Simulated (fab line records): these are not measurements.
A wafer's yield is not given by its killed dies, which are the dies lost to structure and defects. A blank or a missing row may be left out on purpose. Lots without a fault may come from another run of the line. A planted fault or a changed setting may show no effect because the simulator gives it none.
Chamber matching | flow n5 finfet | N5_BEOL_M0_SAQP_STRIP_108 on rie diel-02: 4 sister chambers
The step strips in N2/H2. 20 wafers are shown with their chamber, then 10 later ones without.

## WAFERS, EACH WITH ITS CHAMBER
wafer  | chamber | drypump motor current A (A) | throttle valve pct (%) | showerhead plenum p Torr (Torr)
L074.1 | 1       | 6.3                         | 19.2                   | 3.55
L074.2 | 0       | 5.4                         | 18.9                   | 3.45
L074.3 | 2       | 5.5                         | 18.5                   | 3.26
L079.2 | 2       | 5.5                         | 18.5                   | 3.25
L079.3 | 3       | 5.5                         | 19.0                   | 3.36
L079.4 | 0       | 5.4                         | 19.0                   | 3.44
L080.1 | 2       | 5.5                         | 18.5                   | 3.25
L080.3 | 1       | 6.3                         | 19.2                   | 3.54
L080.5 | 0       | 5.4                         | 19.0                   | 3.44
L083.2 | 2       | 5.5                         | 18.5                   | 3.25
L083.5 | 3       | 5.4                         | 19.0                   | 3.36
L083.6 | 2       | 5.5                         | 18.5                   | 3.25
L084.1 | 0       | 5.4                         | 19.0                   | 3.44
L084.4 | 2       | 5.5                         | 18.5                   | 3.25
L084.5 | 0       | 5.4                         | 19.0                   | 3.44
L088.1 | 0       | 5.4                         | 19.0                   | 3.43
L088.2 | 2       | 5.5                         | 18.5                   | 3.24
L088.6 | 3       | 5.5                         | 19.0                   | 3.35
L090.1 | 3       | 5.5                         | 19.0                   | 3.35
L090.2 | 0       | 5.4                         | 19.0                   | 3.43

SIGNATURES, as means of the wafers listed above
reading                  | chamber 0 | chamber 1 | chamber 2 | chamber 3 | scatter within a chamber
drypump motor current A  | 5.400     | 6.300     | 5.500     | 5.475     | 0.0217
throttle valve pct       | 18.986    | 19.200    | 18.500    | 19.000    | 0.0231
showerhead plenum p Torr | 3.4386    | 3.5450    | 3.2500    | 3.3550    | 0.0063
Rule: a wafer's distance from a chamber is the root of the sum, over the readings, of the square of ((its reading less the chamber's mean) divided by the reading's scatter). If the next closest chamber is less than 2 further off than the closest, the wafer can't be placed; otherwise it belongs to the closest. The scatter: take each reading less its chamber's mean, square it, sum over the shown wafers, divide by the number of wafers less the number of chambers, and take the root.

## WAFERS WHOSE CHAMBER IS MISSING
wafer  | drypump motor current A (A) | throttle valve pct (%) | showerhead plenum p Torr (Torr)
L090.3 | 5.5                         | 18.5                   | 3.24
L092.1 | 6.3                         | 19.2                   | 3.53
L092.2 | 5.5                         | 18.5                   | 3.24
L092.3 | 5.4                         | 19.0                   | 3.43
L094.1 | 5.5                         | 18.5                   | 3.24
L094.4 | 6.3                         | 19.2                   | 3.53
L094.6 | 5.5                         | 18.5                   | 3.24
L096.1 | 5.5                         | 19.1                   | 3.34
L096.2 | 5.5                         | 18.5                   | 3.24
L096.5 | 5.5                         | 19.0                   | 3.34

## THE CHAMBER EACH PASSED THROUGH
wafer  | from the rows above | in truth
L090.3 | 2                   | 2
L092.1 | 1                   | 1
L092.2 | 2                   | 2
L092.3 | 0                   | 0
L094.1 | 2                   | 2
L094.4 | 1                   | 1
L094.6 | 2                   | 2
L096.1 | 3                   | 3
L096.2 | 2                   | 2
L096.5 | 3                   | 3
Correctly placed: 10 of 10. Not placeable from these rows: 0. Placed wrongly: 0.
